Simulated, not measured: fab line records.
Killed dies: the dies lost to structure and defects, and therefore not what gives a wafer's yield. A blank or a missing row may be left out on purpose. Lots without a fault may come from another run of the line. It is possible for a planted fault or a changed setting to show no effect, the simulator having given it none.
Which tool was responsible? | flow n5Finfet | Sampling: 10 lots, 30 wafers, 5 of 1938 route steps

WHAT THE GAUGES SHOWED, per wafer
N5_BEOL_M2_CD_MEAS_35: target cd 18 nm, target cd y 22.2 nm.
lot  | measured     | on       | cdNm (nm)
L882 | day 6 16:14  | cdSem-01 | 18.18 18.35 18.36
L883 | day 7 04:26  | cdSem-01 | 18.11 18.33 18.37
L885 | day 7 12:45  | cdSem-01 | 17.83 17.77 17.83
L886 | day 8 09:44  | cdSem-03 | 17.92 18.51 17.92
L890 | day 9 07:27  | cdSem-03 | 17.69 18.08 17.90
L889 | day 9 08:37  | cdSem-01 | 18.21 18.04 18.27
L895 | day 10 22:45 | cdSem-03 | 18.37 17.90 18.30
L896 | day 10 22:49 | cdSem-02 | 18.11 18.35 17.62
L900 | day 11 10:16 | cdSem-01 | 17.55 17.99 17.83
L901 | day 11 18:04 | cdSem-02 | 18.37 17.86 17.88

N5_BEOL_M4_RC_MEAS_101.
lot  | measured     | on        | DIBL_N (mV/V)  | DIBL_P (mV/V)  | IOFF_N (nA/um)    | IOFF_P (nA/um)    | ION_N (uA/um) | ION_P (uA/um) | SS_N (mV/dec)  | SS_P (mV/dec)  | VT_N (mV)         | VT_P (mV)
L882 | day 7 14:26  | prober-02 | 36.5 36.3 37.5 | 36.8 36.4 37.9 | 0.157 0.153 0.178 | 0.199 0.198 0.220 | 672 673 685   | 464 459 469   | 71.7 71.1 71.9 | 72.9 73.6 72.6 | 250.5 251.6 249.3 | -252 -250 -250
L883 | day 8 08:42  | prober-01 | 35.3 36.7 34.3 | 36.5 38.1 35.1 | 0.138 0.162 0.116 | 0.190 0.215 0.163 | 682 675 674   | 470 464 460   | 70.8 72.0 70.3 | 73.2 73.5 72.9 | 250.0 250.2 257.5 | -251 -249 -254
L885 | day 8 20:08  | prober-01 | 34.5 34.6 34.0 | 35.1 34.9 34.1 | 0.138 0.140 0.121 | 0.196 0.194 0.177 | 682 670 664   | 470 465 456   | 70.4 70.7 70.3 | 73.4 72.7 72.9 | 250.0 251.1 253.0 | -249 -251 -254
L886 | day 9 07:53  | prober-02 | 35.7 37.4 37.0 | 36.0 38.4 37.4 | 0.144 0.182 0.166 | 0.215 0.245 0.222 | 671 678 666   | 463 469 464   | 71.6 70.9 71.0 | 73.4 74.0 73.7 | 251.6 246.6 249.5 | -249 -247 -248
L890 | day 10 17:23 | prober-02 | 35.4 36.1 35.5 | 35.1 35.5 35.5 | 0.155 0.165 0.158 | 0.235 0.245 0.257 | 679 683 671   | 473 477 474   | 71.8 71.8 71.6 | 73.3 73.4 73.4 | 247.3 248.0 248.7 | -246 -244 -244
L889 | day 10 17:09 | prober-01 | 35.4 36.3 34.9 | 36.0 36.8 35.4 | 0.149 0.161 0.133 | 0.187 0.198 0.178 | 678 689 667   | 464 469 464   | 71.4 71.6 71.3 | 72.9 73.5 73.0 | 248.8 249.3 252.8 | -254 -252 -255
L895 | day 12 04:12 | prober-01 | 37.0 35.7 39.4 | 35.5 34.1 38.0 | 0.158 0.138 0.196 | 0.207 0.196 0.252 | 678 683 681   | 463 472 469   | 71.4 71.5 71.9 | 73.4 72.2 73.3 | 250.1 250.8 247.5 | -250 -245 -245
L896 | day 12 09:59 | prober-02 | 35.4 34.9 35.6 | 37.3 36.4 37.5 | 0.158 0.147 0.172 | 0.225 0.215 0.238 | 674 675 680   | 462 469 472   | 71.5 71.8 70.5 | 74.0 73.4 73.7 | 251.2 249.0 248.5 | -249 -249 -246
L900 | day 12 18:44 | prober-02 | 36.5 35.7 36.0 | 37.6 36.6 37.3 | 0.155 0.142 0.145 | 0.216 0.194 0.219 | 672 676 676   | 464 464 463   | 70.9 71.5 71.8 | 73.4 73.3 73.5 | 250.2 251.9 251.1 | -248 -251 -248
L901 | day 12 20:55 | prober-02 | 35.8 35.6 34.0 | 36.8 36.4 34.9 | 0.170 0.158 0.139 | 0.225 0.217 0.197 | 678 681 679   | 472 469 467   | 71.5 71.2 70.5 | 73.3 73.2 73.4 | 245.8 249.6 247.4 | -248 -248 -249

WHAT TOOL EACH LOT RAN ON (gives the tool, then ch and the chambers of the sampled wafers, and finally the start)
lot  | N5_BEOL_M2_STRIP_36               | N5_BEOL_M2_ANNEAL_49        | N5_BEOL_M2_SPUTTER_86
L882 | rieDiel-02 ch 0,1,3, day 6 15:53  | pvdSputter-02, day 6 17:54  | pvdSputter-02, day 6 18:29
L883 | rieDiel-04 ch 0,1,2, day 7 04:06  | pvdSputter-02, day 7 05:16  | pvdSputter-02, day 7 05:51
L885 | rieDiel-01 ch 0,1,3, day 7 12:23  | pvdSputter-02, day 7 14:01  | pvdSputter-02, day 7 14:34
L886 | rieDiel-02 ch 1,2,3, day 8 09:24  | pvdSputter-03, day 8 10:37  | pvdSputter-03, day 8 11:11
L890 | rieDiel-02 ch 0,1,2, day 9 07:06  | pvdSputter-02, day 9 09:17  | pvdSputter-02, day 9 09:52
L889 | rieDiel-01 ch 1,2,3, day 9 08:08  | pvdSputter-03, day 9 10:19  | pvdSputter-03, day 9 10:53
L895 | rieDiel-04 ch 0,1,2, day 10 22:24 | pvdSputter-02, day 10 23:53 | pvdSputter-02, day 11 00:28
L896 | rieDiel-01 ch 0,1,2, day 10 22:28 | pvdSputter-03, day 11 00:03 | pvdSputter-03, day 11 00:38
L900 | rieDiel-02 ch 1,2, day 11 09:55   | pvdSputter-03, day 11 12:35 | pvdSputter-03, day 11 13:10
L901 | rieDiel-01 ch 1,3, day 11 17:43   | pvdSputter-01, day 11 20:17 | pvdSputter-01, day 11 20:52
- N5_BEOL_M2_STRIP_36: strips in N2/H2.
- N5_BEOL_M2_ANNEAL_49: time 240 s.
- N5_BEOL_M2_SPUTTER_86: material Cu, target thk 4.5 nm, time 8.29 s.

AS READ BY THE TOOLS THEMSELVES (means over the sampled wafers that have a number; for cases with no such wafer, the mark the record gives instead)
N5_BEOL_M2_STRIP_36.
lot  | tool       | drypumpMotorCurrentA (A) | oesProductAu (a.u.) | rfVppV (V) | showerheadPlenumPTorr (Torr) | throttleValvePct (%)
L882 | rieDiel-02 | 5.2                      | 0.76                | 59.2       | 2.61                         | 23.77
L883 | rieDiel-04 | 5.5                      | 0.84                | 57.8       | 2.53                         | 23.64
L885 | rieDiel-01 | 5.6                      | 0.82                | 59.1       | 2.59                         | 23.53
L886 | rieDiel-02 | 5.1                      | 0.76                | 58.1       | 2.57                         | 23.55
L890 | rieDiel-02 | 5.3                      | 0.74                | 59.7       | 2.57                         | 23.81
L889 | rieDiel-01 | 5.9                      | 0.81                | 59.2       | 2.59                         | 23.51
L895 | rieDiel-04 | 5.5                      | 0.81                | 59.3       | 2.51                         | 23.68
L896 | rieDiel-01 | 5.8                      | 0.79                | 60.7       | 2.65                         | 23.54
L900 | rieDiel-02 | 5.0                      | 0.78                | 60.1       | 2.54                         | 23.70
L901 | rieDiel-01 | 5.8                      | 0.73                | 58.3       | 2.56                         | 23.66

N5_BEOL_M2_ANNEAL_49.
lot  | tool          | heaterPowerW (W) | susceptorTempC (C)
L882 | pvdSputter-02 | 770              | 400.18
L883 | pvdSputter-02 | 789              | 400.13
L885 | pvdSputter-02 | 843              | 399.97
L886 | pvdSputter-03 | 868              | 399.87
L890 | pvdSputter-02 | 843              | 399.93
L889 | pvdSputter-03 | 849              | 399.81
L895 | pvdSputter-02 | 755              | 399.79
L896 | pvdSputter-03 | 834              | 400.17
L900 | pvdSputter-03 | -                | -
L901 | pvdSputter-01 | -                | -

N5_BEOL_M2_SPUTTER_86.
lot  | tool          | throttleValvePct (%)
L882 | pvdSputter-02 | 30.4
L883 | pvdSputter-02 | 30.9
L885 | pvdSputter-02 | 31.1
L886 | pvdSputter-03 | 29.4
L890 | pvdSputter-02 | 30.6
L889 | pvdSputter-03 | 29.9
L895 | pvdSputter-02 | 30.2
L896 | pvdSputter-03 | 31.3
L900 | pvdSputter-03 | 30.5
L901 | pvdSputter-01 | 29.2

THE ANSWER, worked out from the rows above alone
Rule: what is usual is taken from the lots themselves. Put in order of their means at a reading, lots are off if they are a third of the lots or fewer, leave a main group of 4 or more, and stand apart from it by a gap of 3 or more times the standard deviation of the main group's means; of several such gaps the widest counts. The tables above print the reading to a certain number of digits; a main group whose means all agree to those digits is not used. A lot without any number at a reading at which 4 lots or more have one is off too. All remaining lots with rows at the step are treated as sound. After the gauges, taken in route order, come the tools' own readings; for these a lot's mean is taken, as printed above. At the first step where some lot is off, the reading lying furthest off is the one used; lots without a number count as furthest.
Off, at N5_BEOL_M2_ANNEAL_49 on heaterPowerW: L900, L901. Without a number there: L900, L901. Mean 819 W and standard deviation 39 in the main group.
If a tool, at that step or one of the process steps before it, ran each lot that is off and ran no sound lot following the first of them, it fits. Not one of the candidates tried fits.

WHAT THE SIMULATOR HAD INSERTED
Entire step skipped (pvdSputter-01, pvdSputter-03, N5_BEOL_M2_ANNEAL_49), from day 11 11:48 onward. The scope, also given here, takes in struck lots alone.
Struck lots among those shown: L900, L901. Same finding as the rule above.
